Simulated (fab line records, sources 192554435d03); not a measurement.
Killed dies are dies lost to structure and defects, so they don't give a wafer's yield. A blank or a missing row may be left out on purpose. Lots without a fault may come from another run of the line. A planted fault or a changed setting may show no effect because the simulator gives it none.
Split-lot experiment | flow n5_finfet | 7 lots, 39 wafers read, on a route of 1938 steps

THE SPLIT
At N5_BEOL_M4_CVD_47 (deposits Co from CCTBA/H2, target thk 3 nm, time 223.8 s), the setting target_thk_a was moved away from the recipe's 30 angstrom on 12 of the 39 wafers read, by -53.8% to +59.2%. The other wafers ran this setting at the recipe's value.

The reading is taken at the split's own step.

THE READING
Co_of_BEOL_M4_CVD_47.thk_nm (the simulator's own value, which no gauge read), in nm, at N5_BEOL_M4_CVD_47 (deposits Co from CCTBA/H2, target thk 3 nm, time 223.8 s). The file gives no usual value for it. The 27 wafers here that ran the recipe average 3.0 nm, standard deviation 0.12 nm.

wafer  | tool, chamber at the split | target_thk_a as run, angstrom | against the recipe | Co_of_BEOL_M4_CVD_47.thk_nm, nm | against lot-mates on the recipe
L079.2 | cvd_co-01, 0,1             | 30                            | recipe             | 3                               | -
L079.5 | cvd_co-01, 0,1             | 30                            | recipe             | 3                               | -
L079.4 | cvd_co-01, 2               | 30                            | recipe             | 2.8                             | -
L082.1 | cvd_co-01, 1,2             | 30                            | recipe             | 2.8                             | -
L082.3 | cvd_co-01, 1,2             | 30                            | recipe             | 2.8                             | -
L082.2 | cvd_co-01, 0,1,2,0         | 30                            | recipe             | 3                               | -
L082.4 | cvd_co-01, 0,1,2,0         | 30                            | recipe             | 3                               | -
L082.5 | cvd_co-01, 0,1,2,0         | 30                            | recipe             | 3                               | -
L082.6 | cvd_co-01, 0,1,2,0         | 30                            | recipe             | 3                               | -
L087.1 | cvd_co-02, 1,0,1           | 30                            | recipe             | 3.2                             | -
L087.4 | cvd_co-02, 1,0,1           | 30                            | recipe             | 3.2                             | -
L087.6 | cvd_co-02, 1,0,1           | 30                            | recipe             | 3.2                             | -
L087.2 | cvd_co-02, 2,0,2           | 30                            | recipe             | 3                               | -
L087.3 | cvd_co-02, 2,0,2           | 30                            | recipe             | 3                               | -
L087.5 | cvd_co-02, 2,0,2           | 30                            | recipe             | 3                               | -
L086.1 | cvd_co-01, 1               | 13.86                         | -53.8%             | 1.4                             | -1.6
L086.5 | cvd_co-01, 1               | 13.86                         | -53.8%             | 1.4                             | -1.6
L086.2 | cvd_co-01, 2,0,0           | 30                            | recipe             | 3                               | -
L086.3 | cvd_co-01, 2,0,0           | 30                            | recipe             | 3                               | -
L086.4 | cvd_co-01, 2,0,0           | 30                            | recipe             | 3                               | -
L086.6 | cvd_co-01, 2               | 13.86                         | -53.8%             | 1.2                             | -1.8
L089.1 | cvd_co-02, 2,1             | 30                            | recipe             | 3                               | -
L089.3 | cvd_co-02, 2,1             | 30                            | recipe             | 3                               | -
L089.2 | cvd_co-02, 0               | 36.36                         | +21.2%             | 3.8                             | +0.7
L089.6 | cvd_co-02, 0               | 36.36                         | +21.2%             | 3.8                             | +0.7
L089.4 | cvd_co-02, 2               | 36.36                         | +21.2%             | 3.6                             | +0.5
L089.5 | cvd_co-02, 1               | 30                            | recipe             | 3.2                             | -
L090.1 | cvd_co-02, 0,0,1           | 23.94                         | -20.2%             | 2.2                             | -0.6
L090.4 | cvd_co-02, 0,0,1           | 23.94                         | -20.2%             | 2.2                             | -0.6
L090.6 | cvd_co-02, 0,0,1           | 23.94                         | -20.2%             | 2.2                             | -0.6
L090.2 | cvd_co-02, 1,2,2           | 30                            | recipe             | 2.8                             | -
L090.3 | cvd_co-02, 1,2,2           | 30                            | recipe             | 2.8                             | -
L090.5 | cvd_co-02, 1,2,2           | 30                            | recipe             | 2.8                             | -
L092.1 | cvd_co-02, 0,2,2           | 30                            | recipe             | 3                               | -
L092.2 | cvd_co-02, 0,2,2           | 30                            | recipe             | 3                               | -
L092.6 | cvd_co-02, 0,2,2           | 30                            | recipe             | 3                               | -
L092.3 | cvd_co-02, 0,2,0           | 47.77                         | +59.2%             | 4.8                             | +1.8
L092.4 | cvd_co-02, 0,2,0           | 47.77                         | +59.2%             | 4.8                             | +1.8
L092.5 | cvd_co-02, 0,2,0           | 47.77                         | +59.2%             | 4.8                             | +1.8
Where a row lists several chambers, the file gives one row for several wafers and doesn't say which wafer went through which chamber.

THE FIT
A straight line over all 39 wafers: Co_of_BEOL_M4_CVD_47.thk_nm changes by +0.0314 nm for each +1% of target_thk_a; r = +0.99; the points scatter about the line by 0.12 nm.
The same after taking each lot's own level away (the mean of its wafers on the recipe; 39 wafers): +0.0307 nm for each +1%; r = +0.99; scatter 0.078 nm.
On that fit, the largest move of target_thk_a shifts the reading by 1.8 nm.
The lots' own levels span 2.80 to 3.10 nm, that is 2.5 times the standard deviation above.
So the lot-to-lot level changes the slope little: the two slopes agree.
Check: with one of the wafers moved furthest among these (+59.2%) left out of the fit, the line predicts +1.82 nm for it against its lot-mates. It came out at +1.8 nm against them.

OTHER SPLITS ON THESE WAFERS
These wafers also went through other splits before the reading. Each is held against what the fit with the lots' levels taken away leaves over:
other split on the same wafers        | wafers away from the commonest value | r with Co_of_BEOL_M4_CVD_47.thk_nm (lot level and that fit taken away)
N5_FIN_SAQP_DEVELOP_15 develop_time_s | 15                                   | +0.08
N5_SD_EPI_N_EPI_21 time_s             | 15                                   | -0.07
N5_BEOL_M0_SAQP_PECVD_03 time_s       | 15                                   | +0.14
N5_BEOL_M2_VIA_ETCH_34 target_depth_a | 15                                   | -0.06

THE FILE'S OWN FIT
Co_of_BEOL_M4_CVD_47.thk_nm changes by +0.0307 nm for each +1% of target_thk_a, r = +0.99.
